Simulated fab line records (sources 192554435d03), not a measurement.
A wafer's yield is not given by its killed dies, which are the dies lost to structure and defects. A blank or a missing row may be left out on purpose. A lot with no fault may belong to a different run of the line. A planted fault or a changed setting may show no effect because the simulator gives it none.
fab line records | flow n5_finfet
[record] lots = 7 wafers = 21
route steps=1938 shown GATE_CUT@484 MOL_CONTACT_COAG@532 BEOL_M0_SAQP@643 BEOL_M0_CUTY@705 BEOL_M0@715 BEOL_M3@981
start_h: start of the lot's first displayed wafer, in hours after the record's first day | wait_h: hours since the lot's step before | " repeats the value in the row above | L1.1+2: a row that stands for several wafers | - no value present, or no start provided | * or withheld: withheld | < > ~ a bound
route shown NAME@n: NAME is a module with steps in the file, n the number in the route of the first one | usual: average and standard deviation across the fault-free wafers | same: alike in all rows | chamber/n: place in a boat | sites: each site's reading | _std_site: standard deviation across them | _edge_site: outer sites' mean less inner sites' | radius_mm: for every site, how far away it sits from the centre of the wafer | mask NAME#n: copy n | behind: the last tool/chamber to shape the wafer | hold: the reason the lot was held/the length of the hold in hours/how it ended | device: names the non-switching transistor (n, p or np) | end of line: tests run on the same wafers once the route is complete | a step without rows: its recipe alone | killed: at the first sort, the dies lost to defects and structure; wafer yield is something else | map: dies across one wafer; x = killed, . = not, _ = none there
set.NAME: the setting as run; set.NAME@STEP: as run at that earlier step | model.NAME: the simulator's own value behind a step, which no gauge read
lots whose settings were changed on purpose; a table a step, a row a wafer
[[steps]]
[step N5_GATE_CUT_EXPOSE_10]
[recipe] mask_id = GATE_CUT na = 0.33 source_shape = annular sigma_inner = 0.35 sigma_outer = 0.8 polarization = unpolarized target_cd_nm = 20 dose_mj = 43.25
// columns lot.wafer tool chamber start_h wait_h mask set.dose_mj
L074.2+3+6 euv_scanner-02 0 83.45 - GATE_CUT#0 43.25
L079.2+4 euv_scanner-01 0 117.15 - GATE_CUT#0 44.26
L079.6 " 0 " " GATE_CUT#0 43.25
L084.2 euv_scanner-02 0 149.34 - GATE_CUT#0 40.45
L084.3+6 " 0 " " GATE_CUT#0 43.25
L089.1 euv_scanner-02 0 173.57 - GATE_CUT#0 44.64
L089.2+6 " 0 " " GATE_CUT#0 43.25
L091.1+2 euv_scanner-01 0 187.23 - GATE_CUT#0 43.25
L091.5 " 0 " " GATE_CUT#0 41.1
L092.1+3 euv_scanner-02 0 193.15 - GATE_CUT#0 40.84
L092.6 " 0 " " GATE_CUT#0 43.25
L096.2 euv_scanner-01 0 216.93 - GATE_CUT#0 41.08
L096.4+5 " 0 " " GATE_CUT#0 43.25
[step N5_GATE_CUT_PEB_11]
[recipe] peb_temp_c = 100 peb_time_s = 60 resist = CAR-EUV
[step N5_GATE_CUT_DEVELOP_12]
[recipe] develop_time_s = 30 developer = TMAH resist = CAR-EUV rinse_liquid = surfactant_rinse dry = air_spin dev_temp_c = 23
[step N5_GATE_CUT_CD_MEAS_13]
[recipe] target_cd_nm = 20 landing_energy_ev = 500 detector = se_inlens
[usual] cd_nm = 19.92/0.27
// columns lot.wafer tool chamber start_h wait_h set.dose_mj@GATE_CUT_EXPOSE_10 cd_nm
L074.2 cd_sem-02 0 83.58 - 43.25 20.07
L074.3 " 0 " " 43.25 19.92
L074.6 " 0 " " 43.25 20.05
L079.2 cd_sem-03 0 117.28 - 44.26 20.10
L079.4 " 0 " " 44.26 20.26
L079.6 " 0 " " 43.25 19.67
L084.2 cd_sem-03 0 149.47 - 40.45 18.29
L084.3 " 0 " " 43.25 19.96
L084.6 " 0 " " 43.25 19.86
L089.1 cd_sem-02 0 173.70 - 44.64 20.50
L089.2 " 0 " " 43.25 19.55
L089.6 " 0 " " 43.25 19.86
L091.1 cd_sem-03 0 187.36 - 43.25 19.98
L091.2 " 0 " " 43.25 19.58
L091.5 " 0 " " 41.1 18.93
L092.1 cd_sem-02 0 193.28 - 40.84 18.68
L092.3 " 0 " " 40.84 18.39
L092.6 " 0 " " 43.25 19.81
L096.2 cd_sem-03 0 217.06 - 41.08 19.09
L096.4 " 0 " " 43.25 20.39
L096.5 " 0 " " 43.25 20.11
[step N5_GATE_CUT_DESCUM_18]
[recipe] chemistry = O2 time_s = 7 source_power_w = 50 bias_power_w = 20 pressure_mtorr = 20 rf_frequency_hz = 2.712e+07 temp_c = 40 resist = CAR-EUV o2_flow_sccm = 225
// columns lot.wafer tool chamber start_h wait_h set.dose_mj@GATE_CUT_EXPOSE_10 model.GATE_CUT.cd_nm
L074.2 rie_diel-02 2 83.70 0.0 43.25 19.6
L074.3 " 0 " " 43.25 19.8
L074.6 " 0 " " 43.25 20
L079.2 rie_diel-02 3 117.41 0.0 44.26 20
L079.4 " 3 " " 44.26 20.2
L079.6 " 1 " " 43.25 19.6
L084.2 rie_diel-02 2 149.61 0.1 40.45 18.2
L084.3 " 1 " " 43.25 19.8
L084.6 " 3 " " 43.25 19.6
L089.1 rie_diel-04 3 173.82 0.0 44.64 20.4
L089.2+6 " 1,0 " " 43.25 20
L091.1 rie_diel-04 0 187.92 0.5 43.25 20.2
L091.2 " 2 " " 43.25 20
L091.5 " 1 " " 41.1 19
L092.1+3 rie_diel-04 0,1 193.41 0.0 40.84 18.6
L092.6 " 1 " " 43.25 19.8
L096.2 rie_diel-02 3 217.18 0.0 41.08 18.8
L096.4 " 2 " " 43.25 20.4
L096.5 " 3 " " 43.25 20
[step N5_GATE_CUT_ETCH_28]
[recipe] chemistry = N2/H2 target = underlayer target_depth_a = 130 mask_material = CAR-EUV time_s = 10.4 ion_energy_ev = 200 pressure_mtorr = 30 source_w = 840 bias_w = 150 n2_flow_sccm = 200 h2_flow_sccm = 200 ends = cleared
// columns lot.wafer tool chamber start_h wait_h set.dose_mj@GATE_CUT_EXPOSE_10 model.GATE_CUT.cd_nm
L074.2+3 rie_diel-02 2,0 83.74 0.0 43.25 19.8
L074.6 " 0 " " 43.25 20
L079.2 rie_diel-02 3 117.45 0.0 44.26 20
L079.4 " 3 " " 44.26 20.2
L079.6 " 1 " " 43.25 19.8
L084.2 rie_diel-02 2 149.64 0.0 40.45 18.2
L084.3 " 1 " " 43.25 19.8
L084.6 " 3 " " 43.25 19.4
L089.1 rie_diel-04 3 173.86 0.0 44.64 20.4
L089.2+6 " 1,0 " " 43.25 20
L091.1 rie_diel-04 0 187.96 0.0 43.25 20
L091.2 " 2 " " 43.25 19.8
L091.5 " 1 " " 41.1 19
L092.1+3 rie_diel-04 0,1 193.44 0.0 40.84 18.4
L092.6 " 1 " " 43.25 19.8
L096.2 rie_diel-02 3 217.22 0.0 41.08 18.8
L096.4 " 2 " " 43.25 20.4
L096.5 " 3 " " 43.25 20
[step N5_GATE_CUT_ETCH_36]
[recipe] chemistry = CF4 target = SiARC target_depth_a = 130 mask_material = CAR-EUV time_s = 21.7 ion_energy_ev = 80 pressure_mtorr = 40 source_w = 545 bias_w = 36 Ar_flow_sccm = 100 cf4_flow_sccm = 100 ends = cleared
[step N5_GATE_CUT_ETCH_37]
[recipe] chemistry = N2/H2 target = SOC target_depth_a = 600 overetch_a = 120 mask_material = SiARC temp_c = 40 time_s = 90 ion_energy_ev = 200 pressure_mtorr = 30 source_w = 840 bias_w = 150 n2_flow_sccm = 200 h2_flow_sccm = 200
// columns lot.wafer tool chamber start_h wait_h set.spin_rpm@GATE_CUT_COAT_34 set.dose_mj@GATE_CUT_EXPOSE_10 model.GATE_CUT.cd_nm model.etch.depth_nm
L074.2 rie_diel-02 2 83.78 0.0 1500 43.25 19.6 59.87
L074.3 " 0 " " 1500 43.25 20 59.89
L074.6 " 0 " " 1500 43.25 20.2 59.78
L079.2 rie_diel-02 3 117.49 0.0 1500 44.26 20.4 60.01
L079.4 " 3 " " 1610 44.26 20.6 57.96
L079.6 " 1 " " 1500 43.25 19.6 60.07
L084.2 rie_diel-02 2 149.69 0.0 1500 40.45 18.2 59.9
L084.3 " 1 " " 1500 43.25 19.6 59.96
L084.6 " 3 " " 1406 43.25 19.8 62.12
L089.1 rie_diel-04 3 173.90 0.0 1500 44.64 20.4 60.1
L089.2 " 1 " " 1394 43.25 19.4 62.2
L089.6 " 0 " " 1500 43.25 20.4 59.99
L091.1 rie_diel-04 0 188.00 0.0 1500 43.25 20.4 59.99
L091.2 " 2 " " 1500 43.25 20 59.88
L091.5 " 1 " " 1500 41.1 18.4 59.86
L092.1 rie_diel-04 0 193.49 0.0 1500 40.84 18.8 59.96
L092.3 " 1 " " 1500 40.84 18 59.89
L092.6 " 1 " " 1500 43.25 19.2 59.7
L096.2 rie_diel-02 3 217.26 0.0 1500 41.08 19 59.85
L096.4 " 2 " " 1500 43.25 20.6 59.89
L096.5 " 3 " " 1653 43.25 20 56.86
[step N5_GATE_CUT_STRIP_38]
[recipe] chemistry = N2/H2 temp_c = 40 n2_flow_sccm = 200 h2_flow_sccm = 200 rf_frequency_hz = 6e+07
[step N5_GATE_CUT_STRIP_39]
[recipe] chemistry = N2/H2 temp_c = 40 n2_flow_sccm = 200 h2_flow_sccm = 200 rf_frequency_hz = 6e+07
[step N5_GATE_CUT_HM_OPEN_40]
[recipe] chemistry = C4F6/O2 target = SiO2 mask_material = SiARC target_depth_a = 1390 time_s = 85.1 ion_energy_ev = 250 pressure_mtorr = 30 source_w = 345 bias_w = 185 Ar_flow_sccm = 300 C4F6_flow_sccm = 10 O2_flow_sccm = 10 ends = cleared
// columns lot.wafer tool chamber start_h wait_h set.spin_rpm@GATE_CUT_COAT_34 model.SOC_of_GATE_CUT_COAT_34.thk_nm
L074.2 rie_diel-02 2 83.87 0.0 1500 33
L074.3 " 0 " " 1500 33.4
L074.6 " 0 " " 1500 33.2
L079.2 rie_diel-02 3 117.58 0.0 1500 31.6
L079.4 " 3 " " 1610 29.6
L079.6 " 1 " " 1500 32.2
L084.2 rie_diel-02 2 149.77 0.0 1500 32.4
L084.3 " 1 " " 1500 33
L084.6 " 3 " " 1406 34.4
L089.1 rie_diel-04 3 173.99 0.0 1500 32
L089.2 " 1 " " 1394 35.4
L089.6 " 0 " " 1500 32.6
L091.1 rie_diel-04 0 188.09 0.0 1500 33
L091.2 " 2 " " 1500 32.8
L091.5 " 1 " " 1500 32.6
L092.1+6 rie_diel-04 0,1 193.57 0.0 1500 33
L092.3 " 1 " " 1500 33.4
L096.2 rie_diel-02 3 217.35 0.0 1500 32.6
L096.4 " 2 " " 1500 32
L096.5 " 3 " " 1653 28.6
[step N5_MOL_CONTACT_COAG_ETCH_106]
[recipe] chemistry = N2/H2 target = SOC target_depth_a = 800 overetch_a = 160 mask_material = SiARC temp_c = 40 time_s = 120 ion_energy_ev = 200 pressure_mtorr = 30 source_w = 840 bias_w = 150 n2_flow_sccm = 200 h2_flow_sccm = 200
[usual] rf_vpp_V = 524.9/2.8
// columns lot.wafer tool chamber start_h wait_h set.source_w rf_vpp_V
L074.2 rie_diel-01 2 87.70 0.0 840 521.3
L074.3 " 3 " " 840 524.8
L074.6 " 1 " " 840 527.0
L079.2 rie_diel-05 3 122.02 0.0 840 523.4
L079.4 " 1 " " 840 522.5
L079.6 " 2 " " 840 522.8
L084.2 rie_diel-03 2 154.55 0.0 840 528.6
L084.3 " 0 " " 840 520.3
L084.6 " 0 " " 840 520.8
L089.1 rie_diel-01 3 177.86 0.0 736.6 547.6
L089.2 " 0 " " 736.6 549.4
L089.6 " 1 " " 840 526.0
L091.1 rie_diel-01 0 191.91 0.0 840 522.9
L091.2 " 1 " " 840 526.3
L091.5 " 2 " " 777.1 541.9
L092.1 rie_diel-01 2 197.27 0.0 840 528.2
L092.3 " 0 " " 909.3 512.1
L092.6 " 0 " " 840 525.7
L096.2 rie_diel-01 1 221.28 0.0 900.2 514.6
L096.4 " 0 " " 900.2 515.0
L096.5 " 3 " " 840 524.3
[step N5_BEOL_M0_SAQP_COAT_08]
[recipe] resist = CAR-ArF spin_rpm = 1500 resist_thk_nm = 90
// columns lot.wafer tool chamber start_h wait_h set.spin_rpm model.CAR-ArF_of_BEOL_M0_SAQP_COAT_08.thk_nm
L074.2+6 litho_track-03 0 - - 1500 89.8
L074.3 " 0 " " 1500 90
L079.2 litho_track-04 0 - - 1500 89.6
L079.4 " 0 " " 1600 87
L079.6 " 0 " " 1600 86.8
L084.2 litho_track-02 0 - - 1343 94.4
L084.3 " 0 " " 1500 89.4
L084.6 " 0 " " 1500 89.2
L089.1+2 litho_track-03 0 - - 1577 88
L089.6 " 0 " " 1500 90.2
L091.1 litho_track-04 0 - - 1500 90.2
L091.2+5 " 0 " " 1500 90.6
L092.1 litho_track-04 0 - - 1500 89.8
L092.3 " 0 " " 1332 95.6
L092.6 " 0 " " 1332 95.4
L096.2 litho_track-04 0 - - 1500 90
L096.4 " 0 " " 1500 90.2
L096.5 " 0 " " 1572 87.8
[step N5_BEOL_M0_SAQP_EXPOSE_11]
[recipe] mask_id = M0_CORE na = 1.35 source_shape = dipole sigma_inner = 0.538 sigma_outer = 0.738 polarization = te target_cd_nm = 42 dose_mj = 55
// columns lot.wafer tool chamber start_h wait_h mask set.dose_mj
L074.2+3+6 arfi_scanner-02 0 105.35 - M0_CORE#0 55
L079.2+4+6 arfi_scanner-01 0 138.77 - M0_CORE#0 55
L084.2+3+6 arfi_scanner-03 0 175.68 - M0_CORE#0 55
L089.1+2+6 arfi_scanner-01 0 200.98 - M0_CORE#0 55
L091.1 arfi_scanner-03 0 212.26 - M0_CORE#0 55
L091.2+5 " 0 " " M0_CORE#0 57.39
L092.1+6 arfi_scanner-03 0 216.03 - M0_CORE#0 56.6
L092.3 " 0 " " M0_CORE#0 55
L096.2 arfi_scanner-02 0 240.28 - M0_CORE#0 55
L096.4+5 " 0 " " M0_CORE#0 59.03
[step N5_BEOL_M0_SAQP_PEB_12]
[recipe] peb_temp_c = withheld peb_time_s = 60 resist = CAR-ArF
[step N5_BEOL_M0_SAQP_DEVELOP_13]
[recipe] develop_time_s = 30 developer = TMAH resist = CAR-ArF dev_temp_c = 23 rinse_liquid = diw dry = air_spin
// columns lot.wafer tool chamber start_h wait_h set.spin_rpm@BEOL_M0_SAQP_COAT_08 model.CAR-ArF_of_BEOL_M0_SAQP_COAT_08.thk_nm
L074.2 litho_track-02 0 - - 1500 88
L074.3 " 0 " " 1500 88.4
L074.6 " 0 " " 1500 88.2
L079.2 litho_track-03 0 - - 1500 88
L079.4 " 0 " " 1600 85.4
L079.6 " 0 " " 1600 85
L084.2 litho_track-04 0 - - 1343 92.8
L084.3 " 0 " " 1500 87.8
L084.6 " 0 " " 1500 87.6
L089.1+2 litho_track-02 0 - - 1577 86.2
L089.6 " 0 " " 1500 88.6
L091.1 litho_track-04 0 - - 1500 88.4
L091.2+5 " 0 " " 1500 89
L092.1 litho_track-03 0 - - 1500 88
L092.3 " 0 " " 1332 94
L092.6 " 0 " " 1332 93.6
L096.2+4 litho_track-02 0 - - 1500 88.4
L096.5 " 0 " " 1572 86
[step N5_BEOL_M0_SAQP_CD_MEAS_14]
[recipe] target_cd_nm = 42.5 landing_energy_ev = 500 detector = se_inlens
[usual] cd_nm = 42.4/0.42
// columns lot.wafer tool chamber start_h wait_h set.dose_mj@BEOL_M0_SAQP_EXPOSE_11 cd_nm
L074.2 cd_sem-01 0 105.47 - 55 43.0
L074.3 " 0 " " 55 42.9
L074.6 " 0 " " 55 43.1
L079.2 cd_sem-02 0 138.90 - 55 42.7
L079.4 " 0 " " 55 42.1
L079.6 " 0 " " 55 41.9
L084.2 cd_sem-03 0 175.80 - 55 42.2
L084.3 " 0 " " 55 42.0
L084.6 " 0 " " 55 42.3
L089.1 cd_sem-03 0 201.10 - 55 42.1
L089.2 " 0 " " 55 42.4
L089.6 " 0 " " 55 42.9
L091.1 cd_sem-03 0 212.39 - 55 42.5
L091.2 " 0 " " 57.39 41.6
L091.5 " 0 " " 57.39 40.8
L092.1 cd_sem-02 0 216.16 - 56.6 41.4
L092.3 " 0 " " 55 42.1
L092.6 " 0 " " 56.6 41.5
L096.2 cd_sem-02 0 240.41 - 55 42.7
L096.4 " 0 " " 59.03 41.1
L096.5 " 0 " " 59.03 40.6
[step N5_BEOL_M0_CUTY_EXPOSE_54]
[recipe] mask_id = M0_ABLK na = 1.35 source_shape = conventional sigma_outer = 0.8 polarization = unpolarized dose_mj = 36
// columns lot.wafer tool chamber start_h wait_h mask set.dose_mj
L074.2+3+6 arfi_scanner-02 0 110.81 - M0_ABLK#0 36
L079.2 arfi_scanner-03 0 143.92 - M0_ABLK#0 38.47
L079.4+6 " 0 " " M0_ABLK#0 36
L084.2+3 arfi_scanner-02 0 184.32 - M0_ABLK#0 36
L084.6 " 0 " " M0_ABLK#0 33.44
L089.1+2 arfi_scanner-02 0 206.34 - M0_ABLK#0 36.98
L089.6 " 0 " " M0_ABLK#0 36
L091.1 arfi_scanner-02 0 218.43 - M0_ABLK#0 36
L091.2+5 " 0 " " M0_ABLK#0 33.88
L092.1 arfi_scanner-02 0 221.10 - M0_ABLK#0 36
L092.3+6 " 0 " " M0_ABLK#0 37.14
L096.2+4+5 arfi_scanner-03 0 245.54 - M0_ABLK#0 36
[step N5_BEOL_M0_CUTY_PEB_55]
[recipe] peb_temp_c = 110 peb_time_s = 60 resist = CAR-ArF-block
[step N5_BEOL_M0_CUTY_DEVELOP_56]
[recipe] develop_time_s = 30 developer = TMAH resist = CAR-ArF-block rinse_liquid = diw dry = air_spin dev_temp_c = 23
[step N5_BEOL_M0_CUTY_CD_MEAS_57]
[recipe] target_cd_nm = 200 landing_energy_ev = 500 detector = se_inlens polarity = line
[usual] cd_nm = 199.8/1.2
// columns lot.wafer tool chamber start_h wait_h set.dose_mj@BEOL_M0_CUTY_EXPOSE_54 cd_nm
L074.2 cd_sem-01 0 110.93 - 36 201.2
L074.3 " 0 " " 36 199.0
L074.6 " 0 " " 36 200.0
L079.2 cd_sem-03 0 144.04 - 38.47 196.1
L079.4 " 0 " " 36 201.6
L079.6 " 0 " " 36 201.3
L084.2 cd_sem-03 0 184.43 - 36 199.5
L084.3 " 0 " " 36 198.3
L084.6 " 0 " " 33.44 202.9
L089.1 cd_sem-01 0 206.47 - 36.98 197.6
L089.2 " 0 " " 36.98 197.5
L089.6 " 0 " " 36 199.0
L091.1 cd_sem-02 0 218.55 - 36 200.4
L091.2 " 0 " " 33.88 203.9
L091.5 " 0 " " 33.88 204.6
L092.1 cd_sem-01 0 221.23 - 36 198.5
L092.3 " 0 " " 37.14 195.9
L092.6 " 0 " " 37.14 196.5
L096.2 cd_sem-02 0 245.66 - 36 198.1
L096.4 " 0 " " 36 198.5
L096.5 " 0 " " 36 200.1
[step N5_BEOL_M0_ETCH_138]
[recipe] chemistry = CH3F/O2 target_depth_a = 120 target = SiCN time_s = 31.6 ion_energy_ev = 120 pressure_mtorr = 30 source_w = 395 bias_w = 75 Ar_flow_sccm = 150 CH3F_flow_sccm = 30 O2_flow_sccm = 20 ends = cleared
[usual] rf_vpp_V = 297.4/1.7
// columns lot.wafer tool chamber start_h wait_h set.source_w rf_vpp_V
L074.2 rie_diel-01 1 111.76 0.0 395 299.0
L074.3 " 3 " " 395 297.3
L074.6 " 2 " " 395 294.4
L079.2 rie_diel-01 3 144.49 0.0 395 299.2
L079.4 " 2 " " 395 296.7
L079.6 " 3 " " 350.7 309.9
L084.2 rie_diel-05 3 184.73 0.0 431.7 287.1
L084.3 " 2 " " 395 298.3
L084.6 " 1 " " 431.7 288.3
L089.1 rie_diel-01 0 206.76 0.0 426.2 291.7
L089.2 " 3 " " 426.2 290.5
L089.6 " 1 " " 426.2 290.9
L091.1 rie_diel-05 0 218.85 0.0 453.6 284.1
L091.2 " 2 " " 395 297.1
L091.5 " 0 " " 395 299.1
L092.1 rie_diel-05 3 221.56 0.0 395 294.9
L092.3 " 1 " " 436.4 285.2
L092.6 " 0 " " 395 298.5
L096.2 rie_diel-05 3 245.95 0.0 349 308.0
L096.4 " 0 " " 395 297.3
L096.5 " 0 " " 349 310.1
[step N5_BEOL_M3_ETCH_41]
[recipe] chemistry = CH3F/O2 target = SiCN target_depth_a = 299 taper_deg = 2 time_s = 52.5 ion_energy_ev = 120 mask_material = TiN pressure_mtorr = 30 source_w = 395 bias_w = 75 Ar_flow_sccm = 150 CH3F_flow_sccm = 30 O2_flow_sccm = 20
// columns lot.wafer tool chamber start_h wait_h set.target_depth_a model.etch.depth_nm
L074.2 rie_diel-06 3 - - 299 19.88
L074.3 " 1 " " 299 20.7
L074.6 " 0 " " 299 20.4
L079.2 rie_diel-02 3 - - 299 20.23
L079.4 " 1 " " 299 20.06
L079.6 " 1 " " 299 20.19
L084.2 rie_diel-02 2 - - 327.3 21.86
L084.3 " 0 " " 327.3 21.07
L084.6 " 0 " " 299 19.24
L089.1 rie_diel-04 1 - - 299 18.81
L089.2 " 2 " " 299 19.54
L089.6 " 0 " " 310.6 20.38
L091.1 rie_diel-02 2 - - 286.3 18.94
L091.2 " 1 " " 299 19.89
L091.5 " 3 " " 299 19.86
L092.1 rie_diel-02 0 - - 299 20.52
L092.3 " 3 " " 299 20.11
L092.6 " 2 " " 299 20.06
L096.2 rie_diel-06 2 - - 331.2 22.53
L096.4 " 1 " " 299 20.46
L096.5 " 2 " " 299 20.28
[[key]]
[split] step = N5_GATE_CUT_EXPOSE_10 setting = dose_mj stated = 43.25 by = wafer
[response] step = N5_GATE_CUT_CD_MEAS_13 reading = cd_nm change = +0.227 per = 1% r = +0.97
[response] step = N5_GATE_CUT_DESCUM_18 reading = model.GATE_CUT.cd_nm change = +0.226 per = 1% r = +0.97
[response] step = N5_GATE_CUT_ETCH_28 reading = model.GATE_CUT.cd_nm change = +0.219 per = 1% r = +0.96
[response] step = N5_GATE_CUT_ETCH_37 reading = model.GATE_CUT.cd_nm change = +0.241 per = 1% r = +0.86
[split] step = N5_MOL_CONTACT_COAG_ETCH_106 setting = source_w stated = 840 by = wafer
[response] step = N5_MOL_CONTACT_COAG_ETCH_106 reading = rf_vpp_V change = -1.83 per = 1% r = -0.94
[split] step = N5_BEOL_M0_SAQP_COAT_08 setting = spin_rpm stated = 1500 by = wafer
[response] step = N5_BEOL_M0_SAQP_COAT_08 reading = model.CAR-ArF_of_BEOL_M0_SAQP_COAT_08.thk_nm change = -0.479 per = 1% r = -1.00
[response] step = N5_BEOL_M0_SAQP_DEVELOP_13 reading = model.CAR-ArF_of_BEOL_M0_SAQP_COAT_08.thk_nm change = -0.489 per = 1% r = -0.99
[split] step = N5_BEOL_M0_SAQP_EXPOSE_11 setting = dose_mj stated = 55 by = wafer
[response] step = N5_BEOL_M0_SAQP_CD_MEAS_14 reading = cd_nm change = -0.255 per = 1% r = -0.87
[split] step = N5_BEOL_M0_CUTY_EXPOSE_54 setting = dose_mj stated = 36 by = wafer
[response] step = N5_BEOL_M0_CUTY_CD_MEAS_57 reading = cd_nm change = -0.662 per = 1% r = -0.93
[split] step = N5_BEOL_M0_ETCH_138 setting = source_w stated = 395 by = wafer
[response] step = N5_BEOL_M0_ETCH_138 reading = rf_vpp_V change = -1.03 per = 1% r = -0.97
[split] step = N5_BEOL_M3_ETCH_41 setting = target_depth_a stated = 299 by = wafer
[response] step = N5_BEOL_M3_ETCH_41 reading = model.etch.depth_nm change = +0.222 per = 1% r = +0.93
split outside_this_file step=N5_GATE_CUT_COAT_34 setting=spin_rpm
// split outside_this_file: this setting was split too, and the file shows its column; the key of that split is in another file
